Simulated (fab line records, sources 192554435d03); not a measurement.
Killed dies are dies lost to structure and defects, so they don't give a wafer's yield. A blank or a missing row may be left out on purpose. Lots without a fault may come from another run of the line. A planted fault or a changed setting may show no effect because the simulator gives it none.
A struck lot beside a sound one | flow n5_finfet | 14 steps out of a route of 1938
Sound: wafers L516.2, L516.3, L516.4. Struck: wafers L512.1, L512.2, L512.5. The cause comes at the end.
At each step with rows: each side's tool, then ch and its chambers, then its first start. Under that, the readings that differ: sound wafers | struck wafers | difference of the means | sigmas: that difference in standard deviations of wafers without a fault.
alike: readings whose means differ by less than 2 such deviations, and words and numbers that are the same on both sides. not compared: withheld readings, readings that some wafer has no value for, bounds like >300 that may hide the same value, and numbers for which the record gives no deviation and whose values overlap.
The two part at a step that has a row with sigmas, a row that says differs or no value, or rows on one side only. Numbers that don't overlap but have no deviation are shown without sigmas and don't part them. A reading that every wafer of one side lacks parts them only if that side has two wafers or more.

N5_BEOL_M13_ETCH_59: etches BARC in N2/H2, target depth 89 nm, overetch 26.7 nm, time 67.9 s.
  sound on rie_diel-05 ch 1,2,3, day 14 11:41; struck on rie_diel-06 ch 1,2, day 13 11:01
  alike: drypump_motor_current_A, oes_product_au, rf_vpp_V, showerhead_plenum_p_Torr, throttle_valve_pct
  not compared: rf_hours_counter_h
N5_BEOL_M13_VIA_ETCH_16: etches SiOC in C4F8/O2/Ar, target depth 921.7 nm.
  sound on rie_diel-05 ch 1,2,3, day 14 11:45; struck on rie_diel-06 ch 1,2, day 13 11:05
  alike: C4F8_flow_sccm, drypump_motor_current_A, he_outer_torr, mfc_ar_sccm, oes_product_au, rf_vpp_V, showerhead_plenum_p_Torr, throttle_valve_pct
N5_BEOL_M13_STRIP_63: strips in N2/H2.
  sound on plasma_asher-02 ch 0,1, day 14 11:59; struck on plasma_asher-02 ch 0,1, day 13 11:19
  alike: drypump_motor_current_A, heater_power_w, oes_product_au, strip_time_to_endpoint_s
  not compared: rf_hours_counter_h
N5_BEOL_M13_STRIP_64: strips in N2/H2.
  sound on plasma_asher-02 ch 0,1, day 14 12:02; struck on plasma_asher-02 ch 0,1, day 13 11:22
  alike: drypump_motor_current_A, heater_power_w, oes_product_au, strip_time_to_endpoint_s
  not compared: rf_hours_counter_h
then, 2 steps without rows for these wafers: N5_BEOL_M13_STRIP_71 (strips in post etch residue remover, time 60 s); N5_BEOL_M13_SRD_72 (time 30 s, dry time 30 s).
N5_BEOL_M13_CD_MEAS_17: target cd 190 nm.
  sound on cd_sem-03, day 14 12:11; struck on cd_sem-03, day 13 11:31
  reading    | sound             | struck            | difference | sigmas
  cd_nm (nm) | 192.2 192.3 192.7 | 188.6 188.5 188.9 | -3.7       | -3
then, 5 steps without rows for these wafers: N5_BEOL_M13_COAT_65 (time 60 s, resist thk 350 nm); N5_BEOL_M13_COAT_66 (time 60 s, resist thk 110 nm); N5_BEOL_M13_COAT_22 (resist thk 300 nm); N5_BEOL_M13_EBR_24; N5_BEOL_M13_SOFTBAKE_23 (time 60 s).
N5_BEOL_M13_EXPOSE_25: exposes mask M13, target cd 210 nm.
  sound on krf_scanner-01 ch 0, day 14 12:21; struck on krf_scanner-01, day 13 11:40
  no value came back on the struck wafers for exposure_dose_mJ_cm2, focus_offset_nm (nm); on the sound wafers exposure_dose_mJ_cm2 reads 21.970 21.952 21.983
  alike: mask
then, 1 step without rows for these wafers: N5_BEOL_M13_PEB_26 (peb time 90 s).

WHERE THEY PART
First at N5_BEOL_M13_CD_MEAS_17; last, within this record, at N5_BEOL_M13_EXPOSE_25.

WHY: what the simulator had put in
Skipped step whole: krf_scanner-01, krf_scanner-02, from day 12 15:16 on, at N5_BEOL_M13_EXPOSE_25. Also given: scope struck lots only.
